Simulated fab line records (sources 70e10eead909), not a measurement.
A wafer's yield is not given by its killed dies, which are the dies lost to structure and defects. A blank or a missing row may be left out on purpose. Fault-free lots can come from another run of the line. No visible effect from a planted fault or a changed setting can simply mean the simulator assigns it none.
fab line records -- flow nand_harc
record lots=6, wafers=18, last_day=24
route steps=1159 shown A_M0@1023 A_M1@1026 END@1159
lots that met no fault: from a run of the same line without faults
start_h: start of the lot's first displayed wafer, in hours after the record's first day -- wait_h: hours since the lot's step before -- " unchanged from the row above -- L1.1+2: several wafers, shown together as one row -- - either no value or no given start -- * or withheld: withheld -- < > ~ a bound
route shown NAME@n: NAME is a module with steps in the file, n the number in the route of the first one -- usual: mean/standard deviation of fault-free wafers -- same: alike in all rows -- chamber/n: place in a boat -- sites: readings site by site -- _std_site: standard deviation of those values -- _edge_site: inner sites' mean taken away from outer sites' mean -- radius_mm: how far each site lies from the wafer's centre -- mask NAME#n: copy n -- behind: tool/chamber where the wafer was last shaped -- hold: the reason the lot was held/the length of the hold in hours/how it ended -- device: which transistor (n, p or np) failed to switch -- end of line: the same wafers' tests at the end of the route -- step lacking rows: just its recipe -- killed: count of dies lost to structure and defects at first sort (not the wafer's yield) -- map: shows each die of a wafer: x if killed, . if not, _ if none is there
set.NAME: setting as actually run; set.NAME@STEP: the setting as run at that earlier step -- model.NAME: the simulator's own value behind a step, which no gauge read
certain route steps with their lots: each step a table, each wafer a row
services: when a tool's chamber went out of use (start_h, in hours from the record's first day, below 0 if earlier), for how many hours, and the reason
## steps
# step NHARC_A_M0_INSPECT_27
# usual raw_defect_count=477/130
lot.wafer,tool,chamber,start_h,wait_h,raw_defect_count
L733.2,defect_inspect-02,-,403.65,0.0,349
L733.4,defect_inspect-02,-,403.65,0.0,673
L733.5,defect_inspect-02,-,403.65,0.0,853
L735.1,defect_inspect-02,-,409.29,0.0,668
L735.4,defect_inspect-02,-,409.29,0.0,274
L735.6,defect_inspect-02,-,409.29,0.0,318
L743.2,defect_inspect-01,-,459.65,0.0,337
L743.4,defect_inspect-01,-,459.65,0.0,332
L743.5,defect_inspect-01,-,459.65,0.0,437
L742.4,defect_inspect-02,-,460.86,0.0,353
L742.5,defect_inspect-02,-,460.86,0.0,461
L742.6,defect_inspect-02,-,460.86,0.0,442
L747.1,defect_inspect-02,-,481.50,0.0,447
L747.3,defect_inspect-02,-,481.50,0.0,711
L747.5,defect_inspect-02,-,481.50,0.0,583
L752.4,defect_inspect-02,-,531.00,0.0,690
L752.5,defect_inspect-02,-,531.00,0.0,475
L752.6,defect_inspect-02,-,531.00,0.0,581
# step NHARC_A_M0_PRE_CLEAN_31
# recipe time_s=12, temp_c=370, rf_power_w=300, gas=NH3
# usual heater_power_w=672/86
lot.wafer,tool,chamber,start_h,wait_h,heater_power_w,since_wet_clean_h
L733.2,pecvd-02,1,403.72,0.1,718,56
L733.4,pecvd-02,0,403.72,0.1,541,-
L733.5,pecvd-02,1,403.72,0.1,720,-
L735.1,pecvd-04,0,409.64,0.3,671,21
L735.4,pecvd-04,1,409.64,0.3,738,-
L735.6,pecvd-04,2,409.64,0.3,771,-
L743.2,pecvd-03,2,459.79,0.1,703,154
L743.5,pecvd-03,0,459.79,0.1,556,-
L743.4,pecvd-03,1,459.79,0.1,794,-
L742.6,pecvd-02,0,460.96,0.1,592,-
L742.4,pecvd-02,1,460.96,0.1,669,-
L742.5,pecvd-02,2,460.96,0.1,567,-
L747.1,pecvd-04,1,481.57,0.1,704,93
L747.3,pecvd-04,0,481.57,0.1,738,93
L747.5,pecvd-04,0,481.57,0.1,745,-
L752.4,pecvd-04,1,531.11,0.1,737,-
L752.6,pecvd-04,2,531.11,0.1,780,-
L752.5,pecvd-04,0,531.11,0.1,795,-
# step NHARC_A_M0_DEP_32
# recipe target_thk_a=300, temp_c=370, target_thk_nm=30, pressure_torr=3, flow_sccm=200, rf_w=450, material=SiCN
# usual heater_power_w=612/78
lot.wafer,tool,chamber,start_h,wait_h,heater_power_w,since_wet_clean_h
L733.2,pecvd-02,1,403.83,0.1,600,56
L733.4,pecvd-02,0,403.83,0.1,440,-
L733.5,pecvd-02,1,403.83,0.1,597,-
L735.1,pecvd-04,0,409.78,0.1,705,21
L735.4,pecvd-04,1,409.78,0.1,581,-
L735.6,pecvd-04,2,409.78,0.1,735,-
L743.2,pecvd-03,2,459.93,0.1,564,155
L743.5,pecvd-03,0,459.93,0.1,494,-
L743.4,pecvd-03,1,459.93,0.1,621,-
L742.6,pecvd-02,0,461.13,0.2,447,-
L742.4,pecvd-02,1,461.13,0.2,595,-
L742.5,pecvd-02,2,461.13,0.2,575,-
L747.1,pecvd-04,1,481.65,0.1,671,93
L747.3,pecvd-04,0,481.65,0.1,703,93
L747.5,pecvd-04,0,481.65,0.1,703,-
L752.4,pecvd-04,1,531.27,0.2,681,-
L752.6,pecvd-04,2,531.27,0.2,647,-
L752.5,pecvd-04,0,531.27,0.2,677,-
# step NHARC_A_M1_DEP_00
# recipe target_thk_a=1825, target_thk_nm=182.5, temp_c=withheld, pressure_torr=5, flow_sccm=200, rf_w=600, material=SiOC
# step NHARC_A_M1_DEHYDRATE_01
# recipe temp_c=150, time_s=120
# step NHARC_A_M1_HMDS_02
# recipe time_s=30
# step NHARC_A_M1_COAT_34
# recipe temp_c=200, time_s=65
# step NHARC_A_M1_COAT_03
# recipe spin_rpm=1500, resist_thk_nm=90
# step NHARC_A_M1_SOFTBAKE_04
# recipe temp_c=105, time_s=55
# step NHARC_A_M1_EBR_05
# step NHARC_A_M1_EXPOSE_06
# recipe na=1.35, target_cd_nm=120, dose_mj=75.13, mask_id=A_M1
# step NHARC_A_M1_PEB_07
# recipe peb_temp_c=100, peb_time_s=65
# usual heater_power_total_W=156.5/0.42, plate_temp_C=100.03/0.12
lot.wafer,tool,chamber,start_h,wait_h,heater_power_total_W,plate_temp_C
L733.2,litho_track-06,0,404.84,0.1,157.2,99.86
L733.4,litho_track-06,0,404.84,0.1,156.8,100.04
L733.5,litho_track-06,0,404.84,0.1,156.6,99.96
L735.1,litho_track-01,0,410.86,0.1,157.1,100.04
L735.4,litho_track-01,0,410.86,0.1,156.6,100.20
L735.6,litho_track-01,0,410.86,0.1,156.7,100.14
L743.2,litho_track-01,0,460.88,0.1,163.8,103.43
L743.4,litho_track-01,0,460.88,0.1,164.7,103.62
L743.5,litho_track-01,0,460.88,0.1,164.2,103.38
L742.4,litho_track-01,0,462.18,0.0,163.5,103.63
L742.5,litho_track-01,0,462.18,0.0,163.7,103.61
L742.6,litho_track-01,0,462.18,0.0,164.3,103.56
L747.1,litho_track-06,0,482.79,0.1,156.6,99.82
L747.3,litho_track-06,0,482.79,0.1,156.2,100.12
L747.5,litho_track-06,0,482.79,0.1,157.1,99.69
L752.4,litho_track-06,0,532.32,0.0,156.2,99.91
L752.5,litho_track-06,0,532.32,0.0,156.5,100.03
L752.6,litho_track-06,0,532.32,0.0,157.2,99.80
# step NHARC_A_M1_DEVELOP_08
# recipe develop_time_s=35, dev_temp_c=23
# step NHARC_A_M1_CD_MEAS_09
# recipe target_cd_nm=120, landing_energy_ev=500
# usual cd_nm=119.6/0.69
lot.wafer,tool,chamber,start_h,wait_h,cd_nm
L733.2,cd_sem-02,0,404.92,-,119.5
L733.4,cd_sem-02,0,404.92,-,120.4
L733.5,cd_sem-02,0,404.92,-,119.7
L735.1,cd_sem-03,0,410.94,-,119.6
L735.4,cd_sem-03,0,410.94,-,120.5
L735.6,cd_sem-03,0,410.94,-,120.6
L743.2,cd_sem-01,0,460.96,-,129.9
L743.4,cd_sem-01,0,460.96,-,129.4
L743.5,cd_sem-01,0,460.96,-,129.8
L742.4,cd_sem-02,0,462.26,-,130.8
L742.5,cd_sem-02,0,462.26,-,129.8
L742.6,cd_sem-02,0,462.26,-,130.3
L747.1,cd_sem-01,0,482.86,-,118.9
L747.3,cd_sem-01,0,482.86,-,119.2
L747.5,cd_sem-01,0,482.86,-,120.2
L752.4,cd_sem-02,0,532.40,-,119.5
L752.5,cd_sem-02,0,532.40,-,119.9
L752.6,cd_sem-02,0,532.40,-,120.1
# step NHARC_A_M1_OVL_MEAS_10
# recipe pitch_nm=240
# usual overlay_x_nm=-0.1/0.88, overlay_y_nm=0.2/0.8
lot.wafer,tool,chamber,start_h,wait_h,overlay_x_nm,overlay_y_nm
L733.2,overlay-02,-,405.02,-,0.0,-1.0
L733.4,overlay-02,-,405.02,-,-0.2,-0.3
L733.5,overlay-02,-,405.02,-,-0.1,-0.9
L735.1,overlay-01,-,411.03,-,0.2,1.1
L735.4,overlay-01,-,411.03,-,0.7,1.3
L735.6,overlay-01,-,411.03,-,0.4,1.0
L743.2,overlay-01,-,461.05,-,1.0,0.9
L743.4,overlay-01,-,461.05,-,2.1,0.8
L743.5,overlay-01,-,461.05,-,1.6,1.1
L742.4,overlay-02,-,462.34,-,0.0,-0.7
L742.5,overlay-02,-,462.34,-,0.4,-0.4
L742.6,overlay-02,-,462.34,-,1.1,-1.1
L747.1,overlay-02,-,482.95,-,-0.5,0.0
L747.3,overlay-02,-,482.95,-,-1.1,-0.3
L747.5,overlay-02,-,482.95,-,-1.1,-0.7
L752.4,overlay-01,-,532.48,-,1.0,1.4
L752.5,overlay-01,-,532.48,-,1.1,1.2
L752.6,overlay-01,-,532.48,-,0.2,1.0
# step NHARC_A_M1_INSPECT_11
# usual raw_defect_count=33/14
lot.wafer,tool,chamber,start_h,wait_h,raw_defect_count
L733.2,defect_inspect-01,-,405.06,0.0,16
L733.4,defect_inspect-01,-,405.06,0.0,26
L733.5,defect_inspect-01,-,405.06,0.0,24
L735.1,defect_inspect-02,-,411.06,0.0,28
L735.4,defect_inspect-02,-,411.06,0.0,11
L735.6,defect_inspect-02,-,411.06,0.0,12
L743.2,defect_inspect-01,-,461.08,0.0,28
L743.4,defect_inspect-01,-,461.08,0.0,22
L743.5,defect_inspect-01,-,461.08,0.0,42
L742.4,defect_inspect-02,-,462.38,0.0,23
L742.5,defect_inspect-02,-,462.38,0.0,31
L742.6,defect_inspect-02,-,462.38,0.0,24
L747.1,defect_inspect-01,-,482.99,0.0,46
L747.3,defect_inspect-01,-,482.99,0.0,49
L747.5,defect_inspect-01,-,482.99,0.0,58
L752.4,defect_inspect-01,-,532.52,0.0,69
L752.5,defect_inspect-01,-,532.52,0.0,64
L752.6,defect_inspect-01,-,532.52,0.0,46
# step NHARC_A_M1_DESCUM_14
# recipe time_s=3, o2_flow_sccm=200, ar_flow_sccm=0, bias_power_w=0, chemistry=O2
# usual drypump_motor_current_A=5.6/0.45, oes_product_au=1.000/0.0088, rf_vpp_V=57.7/0.88, showerhead_plenum_p_Torr=1.92/0.072, throttle_valve_pct=11.311/0.0091
lot.wafer,tool,chamber,start_h,wait_h,drypump_motor_current_A,oes_product_au,rf_hours_counter_h,rf_vpp_V,showerhead_plenum_p_Torr,throttle_valve_pct,model.A_M1.cd_nm
L733.4,rie_diel-07,0,405.12,0.1,5.1,1.023,13,58.4,2.00,11.309,120.4
L733.2,rie_diel-07,1,405.12,0.1,5.4,1.001,11,56.8,1.94,11.291,119.5
L733.5,rie_diel-07,0,405.12,0.1,5.1,1.027,-,57.2,2.00,11.313,119.7
L735.1,rie_diel-09,0,411.14,0.1,5.2,0.990,4,59.5,1.87,11.321,120.1
L735.4,rie_diel-09,1,411.14,0.1,5.7,1.004,3,58.7,1.97,11.327,121
L735.6,rie_diel-09,3,411.14,0.1,5.9,1.010,-,55.7,1.83,11.319,120.1
L743.4,rie_diel-09,0,461.15,0.1,5.2,1.004,0,57.5,1.87,11.318,129.6
L743.2,rie_diel-09,1,461.15,0.1,5.7,1.001,0,57.6,1.97,11.300,129.7
L743.5,rie_diel-09,0,461.15,0.1,5.3,1.007,-,58.6,1.87,11.306,130
L742.4,rie_diel-09,0,462.45,0.1,5.2,1.000,1,56.9,1.87,11.303,130.4
L742.6,rie_diel-09,3,462.45,0.1,5.9,1.002,-,55.5,1.83,11.304,131.4
L742.5,rie_diel-09,0,462.45,0.1,5.3,1.000,-,57.0,1.87,11.312,130.3
L747.1,rie_diel-09,1,483.06,0.1,5.7,1.008,1,58.2,1.97,11.314,118.4
L747.3,rie_diel-09,3,483.06,0.1,5.9,0.990,1,58.0,1.83,11.304,120.3
L747.5,rie_diel-09,1,483.06,0.1,5.6,0.998,-,56.7,1.97,11.301,119.6
L752.4,rie_diel-09,1,532.61,0.1,5.6,0.994,-,57.4,1.97,11.305,119.4
L752.6,rie_diel-09,2,532.61,0.1,5.3,1.003,-,57.5,2.06,11.319,119
L752.5,rie_diel-09,0,532.61,0.1,5.2,0.993,-,58.0,1.87,11.298,119.7
# step NHARC_A_M1_ETCH_35
# recipe target_depth_a=400, overetch_a=120, time_s=43.94, ion_energy_ev=200, n2_flow_sccm=150, h2_flow_sccm=150, ar_flow_sccm=0, rf_w=400, bias_w=150, chemistry=N2/H2
# usual drypump_motor_current_A=5.7/0.44, oes_product_au=1.002/0.0089, rf_vpp_V=430.8/2.3, showerhead_plenum_p_Torr=2.05/0.078, throttle_valve_pct=14.170/0.0096
lot.wafer,tool,chamber,start_h,wait_h,drypump_motor_current_A,oes_product_au,rf_hours_counter_h,rf_vpp_V,showerhead_plenum_p_Torr,throttle_valve_pct
L733.2,rie_diel-05,2,405.24,0.1,6.5,0.985,4.0,431.5,2.04,14.189
L733.4,rie_diel-05,3,405.24,0.1,5.8,0.997,3.3,429.7,2.01,14.183
L733.5,rie_diel-05,3,405.24,0.1,5.8,0.996,-,429.5,2.01,14.162
L735.1,rie_diel-09,0,411.22,0.1,5.3,0.993,4.1,429.4,1.99,14.178
L735.4,rie_diel-09,2,411.22,0.1,5.3,0.996,3.6,434.8,2.20,14.178
L735.6,rie_diel-09,0,411.22,0.1,5.3,0.987,-,427.9,1.99,14.160
L743.2,rie_diel-09,2,461.24,0.1,5.3,1.011,0.4,434.9,2.20,14.155
L743.4,rie_diel-09,3,461.24,0.1,5.9,1.012,0.5,427.6,1.95,14.175
L743.5,rie_diel-09,1,461.24,0.1,5.6,0.997,-,433.4,2.10,14.161
L742.4,rie_diel-09,0,462.54,0.1,5.2,1.015,0.5,429.1,1.99,14.155
L742.5,rie_diel-09,1,462.54,0.1,5.6,1.005,-,431.2,2.10,14.172
L742.6,rie_diel-09,2,462.54,0.1,5.3,1.002,-,435.0,2.20,14.168
L747.3,rie_diel-09,2,483.14,0.1,5.4,1.007,1.0,435.8,2.20,14.164
L747.1,rie_diel-09,0,483.14,0.1,5.2,1.010,1.0,430.0,1.99,14.162
L747.5,rie_diel-09,2,483.14,0.1,5.3,0.996,-,434.9,2.20,14.176
L752.5,rie_diel-09,2,532.70,0.1,5.3,1.001,-,434.8,2.20,14.175
L752.4,rie_diel-09,0,532.70,0.1,5.3,1.002,-,429.0,1.99,14.169
L752.6,rie_diel-09,1,532.70,0.1,5.7,0.996,-,432.1,2.10,14.170
# step NHARC_A_M1_ETCH_15
# recipe target_depth_a=1825, time_s=91.2, c4f8_flow_sccm=withheld, ar_flow_sccm=400, rf_w=600, bias_w=300, chemistry=C4F8/Ar
# usual oes_product_au=0.960/0.023, rf_vpp_V=441.1/2.4
lot.wafer,tool,chamber,start_h,wait_h,oes_product_au,rf_hours_counter_h,rf_vpp_V
L733.4,rie_diel-05,1,-,-,0.995,4.0,442.5
L733.2,rie_diel-05,0,-,-,0.996,3.3,440.1
L733.5,rie_diel-05,1,-,-,0.997,-,443.7
L735.4,rie_diel-09,3,-,-,0.954,4.1,437.4
L735.1,rie_diel-09,0,-,-,0.964,4.2,439.1
L735.6,rie_diel-09,3,-,-,0.945,-,438.8
L743.2,rie_diel-09,3,-,-,0.993,0.5,437.4
L743.4,rie_diel-09,0,-,-,0.973,0.5,440.4
L743.5,rie_diel-09,2,-,-,0.982,-,445.4
L742.4,rie_diel-09,0,-,-,0.956,0.5,439.4
L742.6,rie_diel-09,3,-,-,0.975,-,439.0
L742.5,rie_diel-09,0,-,-,0.960,-,440.6
L747.3,rie_diel-09,2,-,-,0.991,1.1,444.9
L747.1,rie_diel-09,1,-,-,0.966,0.9,443.9
L747.5,rie_diel-09,2,-,-,0.979,-,445.3
L752.4,rie_diel-09,1,-,-,0.928,-,441.8
L752.5,rie_diel-09,2,-,-,0.929,-,445.7
L752.6,rie_diel-09,0,-,-,0.930,-,439.1
# step NHARC_A_M1_CD_MEAS_16
# usual cd_nm=119.7/0.86
lot.wafer,tool,chamber,start_h,wait_h,cd_nm
L733.2,cd_sem-02,-,405.46,-,119.7
L733.4,cd_sem-02,-,405.46,-,120.7
L733.5,cd_sem-02,-,405.46,-,119.5
L735.1,cd_sem-01,-,411.43,-,120.2
L735.4,cd_sem-01,-,411.43,-,120.9
L735.6,cd_sem-01,-,411.43,-,120.4
L743.2,cd_sem-02,-,461.45,-,129.6
L743.4,cd_sem-02,-,461.45,-,129.5
L743.5,cd_sem-02,-,461.45,-,130.0
L742.4,cd_sem-03,-,462.75,-,130.0
L742.5,cd_sem-03,-,462.75,-,129.9
L742.6,cd_sem-03,-,462.75,-,131.7
L747.1,cd_sem-02,-,483.35,-,118.6
L747.3,cd_sem-02,-,483.35,-,120.2
L747.5,cd_sem-02,-,483.35,-,119.6
L752.4,cd_sem-02,-,532.93,-,118.7
L752.5,cd_sem-02,-,532.93,-,119.6
L752.6,cd_sem-02,-,532.93,-,118.6
# step NHARC_A_M1_STRIP_18
# recipe power_w=1000, n2_flow_sccm=150, h2_flow_sccm=150, ar_flow_sccm=0, bias_w=0, chemistry=N2/H2
# usual drypump_motor_current_A=5.7/0.47, oes_product_au=1.000/0.0096, rf_vpp_V=90.7/1, showerhead_plenum_p_Torr=2.05/0.075, throttle_valve_pct=14.172/0.0088
lot.wafer,tool,chamber,start_h,wait_h,drypump_motor_current_A,oes_product_au,rf_hours_counter_h,rf_vpp_V,showerhead_plenum_p_Torr,throttle_valve_pct
L733.4,rie_diel-09,1,405.56,0.1,5.7,0.998,3.2,90.1,2.10,14.178
L733.2,rie_diel-09,3,405.56,0.1,5.9,1.011,3.9,89.8,1.95,14.179
L733.5,rie_diel-09,0,405.56,0.1,5.3,0.999,-,91.3,1.99,14.188
L735.4,rie_diel-09,1,411.55,0.1,5.6,0.987,3.5,91.7,2.10,14.165
L735.1,rie_diel-09,2,411.55,0.1,5.4,0.989,3.7,92.4,2.20,14.174
L735.6,rie_diel-09,0,411.55,0.1,5.2,1.007,-,90.5,1.99,14.193
L743.4,rie_diel-05,2,461.52,0.1,6.5,1.004,6.5,90.9,2.04,14.163
L743.2,rie_diel-05,0,461.52,0.1,5.7,0.996,5.7,90.4,1.96,14.168
L743.5,rie_diel-05,2,461.52,0.1,6.4,0.996,-,89.9,2.04,14.165
L742.4,rie_diel-09,0,462.87,0.1,5.2,0.989,0.6,90.3,1.99,14.172
L742.5,rie_diel-09,2,462.87,0.1,5.3,1.007,-,91.2,2.20,14.185
L742.6,rie_diel-09,3,462.87,0.1,5.9,0.998,-,90.7,1.95,14.183
L747.3,rie_diel-09,3,483.43,0.1,5.9,1.005,1.2,89.4,1.95,14.182
L747.1,rie_diel-09,1,483.43,0.1,5.6,1.004,0.9,92.9,2.10,14.172
L747.5,rie_diel-09,3,483.43,0.1,5.9,0.988,-,90.2,1.95,14.150
L752.4,rie_diel-05,1,533.08,0.1,6.5,0.987,0.2,90.5,2.11,14.163
L752.6,rie_diel-05,2,533.08,0.1,6.4,1.001,-,91.6,2.04,14.169
L752.5,rie_diel-05,3,533.08,0.1,5.8,0.986,-,89.7,2.00,14.164
# step NHARC_A_M1_ETCH_28
# recipe target_depth_a=300, over_etch_frac=0.3, time_s=72.99, ion_energy_ev=150, cf4_flow_sccm=50, n2_flow_sccm=100, ar_flow_sccm=150, rf_w=300, bias_w=100, chemistry=CF4/N2
# usual drypump_motor_current_A=5.7/0.48, oes_product_au=1.000/0.0097, rf_vpp_V=314.1/1.7, showerhead_plenum_p_Torr=2.63/0.091, throttle_valve_pct=19.793/0.0092
lot.wafer,tool,chamber,start_h,wait_h,drypump_motor_current_A,oes_product_au,rf_hours_counter_h,rf_vpp_V,showerhead_plenum_p_Torr,throttle_valve_pct,model.A_M1.cd_nm
L733.2,rie_diel-09,1,-,-,5.6,0.995,3.3,316.7,2.70,19.788,119.4
L733.4,rie_diel-09,2,-,-,5.3,0.995,3.5,317.5,2.81,19.792,120.2
L733.5,rie_diel-09,0,-,-,5.2,1.004,-,312.9,2.57,19.794,120.3
L735.1,rie_diel-09,0,-,-,5.2,0.999,4.3,312.9,2.57,19.815,120
L735.4,rie_diel-09,1,-,-,5.6,1.001,3.5,314.6,2.70,19.803,120.4
L735.6,rie_diel-09,1,-,-,5.7,0.997,-,316.2,2.70,19.790,121
L743.2,rie_diel-05,1,-,-,6.6,1.001,6.3,316.6,2.71,19.795,129.8
L743.4,rie_diel-05,2,-,-,6.5,0.998,6.6,314.5,2.62,19.792,129.3
L743.5,rie_diel-05,1,-,-,6.6,1.005,-,314.8,2.71,19.796,130
L742.4,rie_diel-09,0,-,-,5.3,0.992,0.6,313.5,2.57,19.792,130.3
L742.6,rie_diel-09,3,-,-,5.9,1.002,-,313.9,2.52,19.791,132.4
L742.5,rie_diel-09,0,-,-,5.2,1.003,-,312.0,2.57,19.808,129.5
L747.1,rie_diel-09,2,-,-,5.3,1.000,1.1,316.8,2.81,19.804,117.9
L747.3,rie_diel-09,1,-,-,5.7,1.009,1.0,315.3,2.70,19.792,119.9
L747.5,rie_diel-09,2,-,-,5.3,1.001,-,317.6,2.81,19.811,119.3
L752.4,rie_diel-05,3,-,-,5.8,0.997,0.3,313.2,2.58,19.788,118.5
L752.6,rie_diel-05,0,-,-,5.8,1.002,-,312.2,2.54,19.793,119.5
L752.5,rie_diel-05,1,-,-,6.6,0.994,-,315.5,2.71,19.786,119.7
# step NHARC_A_M1_STRIP_19
# recipe time_s=600, temp_c=30, chemistry=post_etch_residue_remover
# step NHARC_END_SORT_01
# recipe temp_c=25
# usual defect_limited_yield=95.2/1.6, killed_at_array=29/11, killed_at_other=0.6/0.75, killed_at_periphery=3.1/2.1, killed_dies=32/11, killed_open=3.0/1.8, killed_short=1.8/1.3, sort_bin_2_pct=1.5/0.7, sort_bin_3_pct=0.26/0.22, sort_bin_4_pct=3.0/1, sort_n_pass=645/11, sort_rim_yield_pct=94.9/3, sort_yield_pct=95.2/1.6
# same gross_dies=677, sort_bin_5_pct[%]=0, sort_bin_6_pct[%]=0, sort_bin_7_pct[%]=0, sort_bin_8_pct[%]=0, sort_rim_n_gross=106.00
lot.wafer,tool,chamber,start_h,wait_h,defect_limited_yield[%],killed_at_array,killed_at_other,killed_at_periphery,killed_dies,killed_open,killed_short,sort_bin_2_pct[%],sort_bin_3_pct[%],sort_bin_4_pct[%],sort_n_pass,sort_rim_yield_pct[%],sort_yield_pct[%]
L743.2,prober-01,0,499.31,2.8,95.0,31,1,2,34,2,2,2.4,0.30,2.4,643,92.5,95.0
L743.4,prober-01,0,500.93,3.4,97.0,19,0,1,20,1,2,0.9,0.30,1.8,657,98.1,97.0
L743.5,prober-01,0,501.73,3.7,93.9,38,1,2,41,3,1,1.8,0.59,3.7,636,92.5,93.9
L752.4,prober-02,0,569.43,3.4,90.7,56,0,7,63,1,2,2.8,1.03,5.5,614,83.0,90.7
L752.5,prober-02,0,570.23,3.7,91.1,51,1,8,60,0,3,3.0,0.89,5.0,617,93.4,91.1
L752.6,prober-02,0,571.03,4.0,94.4,37,0,1,38,5,2,1.5,0.30,3.8,639,90.6,94.4
# killed by level:class
L743.2 A_SLIT:chamber_film_flake=11 A_CHANNEL_HOLE_D1:chamber_film_flake=5 A_CONTACT:chamber_film_flake=4 A_STAIRCASE:chamber_film_flake=3 A_M1:area_peb=2 P_CONTACT:geometric_particle:short=1 A_ONON_D1:geometric_particle:open=1 A_CHANNEL_FILL_D1:geometric_particle:short=1
L743.4 A_SLIT:chamber_film_flake=12 A_STAIRCASE:chamber_film_flake=3 A_CHANNEL_FILL_D1:geometric_particle:short=2 P_CONTACT:geometric_particle:open=1 A_CHANNEL_HOLE_D1:chamber_film_flake=1 A_CONTACT:chamber_film_flake=1
L743.5 A_SLIT:chamber_film_flake=16 A_CHANNEL_HOLE_D1:chamber_film_flake=7 A_CONTACT:chamber_film_flake=6 A_CHANNEL_FILL_D1:chamber_film_flake=2 A_STAIRCASE:chamber_film_flake=2 A_M1:area_peb=2 P_GATE:geometric_particle:open=1 P_M2:geometric_particle:open=1
L752.4 A_CHANNEL_HOLE_D1:chamber_film_flake=25 A_SLIT:chamber_film_flake=18 P_M1:chamber_film_flake=6 A_WL_FILL:chamber_film_flake=3 A_STAIRCASE:chamber_film_flake=3 A_CONTACT:chamber_film_flake=3 A_SOURCE_PLATE:geometric_particle:short=1 A_CONTACT:geometric_particle:open=1
L752.5 A_SLIT:chamber_film_flake=24 A_CHANNEL_HOLE_D1:chamber_film_flake=19 P_M1:chamber_film_flake=7 A_WL_FILL:chamber_film_flake=3 A_STAIRCASE:chamber_film_flake=3 P_GATE:geometric_particle:short=1 A_SGD_CUT:geometric_particle:short=1 STARTING-WAFER:geometric_particle:short=1
L752.6 A_SLIT:chamber_film_flake=13 A_CHANNEL_HOLE_D1:chamber_film_flake=12 A_STAIRCASE:chamber_film_flake=3 A_WL_FILL:geometric_particle:open=2 A_ONON_D1:geometric_particle:short=1 A_WL_FILL:geometric_particle:short=1 A_CONTACT:geometric_particle:open=1 A_BLC:geometric_particle:open=1
## services
tool,chamber,start_h,hours,kind
rie_diel-05,-,384.09,0.5,repair
rie_diel-09,0,385.65,-,clean
rie_diel-09,1,385.65,-,clean
rie_diel-09,2,385.65,-,clean
rie_diel-09,3,385.65,-,clean
rie_diel-09,1,394.64,2.1,repair
rie_diel-07,-,405.24,9.0,pm
rie_diel-09,0,410.15,-,clean
rie_diel-09,1,410.15,-,clean
rie_diel-09,2,410.15,-,clean
rie_diel-09,3,410.15,-,clean
rie_diel-09,-,431.10,9.0,pm
rie_diel-09,0,431.10,9.0,vent_cycle
rie_diel-09,1,431.10,9.0,vent_cycle
rie_diel-09,2,431.10,9.0,vent_cycle
litho_track-01,-,443.00,7.0,pm
pecvd-03,-,466.24,0.9,repair
litho_track-06,-,467.00,7.0,pm
pecvd-03,-,473.43,13.0,pm
rie_diel-07,3,489.96,2.9,repair
rie_diel-07,1,492.59,5.1,repair
rie_diel-09,1,494.83,5.1,repair
pecvd-02,-,515.44,13.0,pm
rie_diel-05,-,517.61,9.0,pm
## key
first_sign step=NHARC_A_M1_PEB_07, reading=plate_temp_C, direction=up, sigmas=30, usual=*, struck=*
effect step=NHARC_A_M1_PEB_07, reading=heater_power_total_W, direction=up, sigmas=18, usual=*, struck=*
effect step=NHARC_A_M1_CD_MEAS_09, reading=cd_nm, direction=up, sigmas=15, usual=119.6, struck=130.0
effect step=NHARC_A_M1_CD_MEAS_16, reading=cd_nm, direction=up, sigmas=12, usual=119.7, struck=130.1
model_effect step=NHARC_A_M1_DESCUM_14, value=A_M1.cd_nm, without=118.9, struck=130.2
model_effect step=NHARC_A_M1_ETCH_28, value=A_M1.cd_nm, without=118.9, struck=130.2
met_at NHARC_A_M1_PEB_07
struck_wafers L742.4,L742.5,L742.6,L743.2,L743.4,L743.5
sort_left_out L742.4,L742.5,L742.6
onset_between 410.86 460.88
fault kind=process_parameter_drift, tool=litho_track-01, chamber=-, onset_h=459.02, steps=NHARC_A_M1_PEB_07, channel=peb_temp_c, offset=*, shape=step, end_h=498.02, acts_in=*, stated=*
# sort_left_out: the simulated sort isn't trusted on such a fault, so these wafers' sort isn't shown, and their yield isn't known
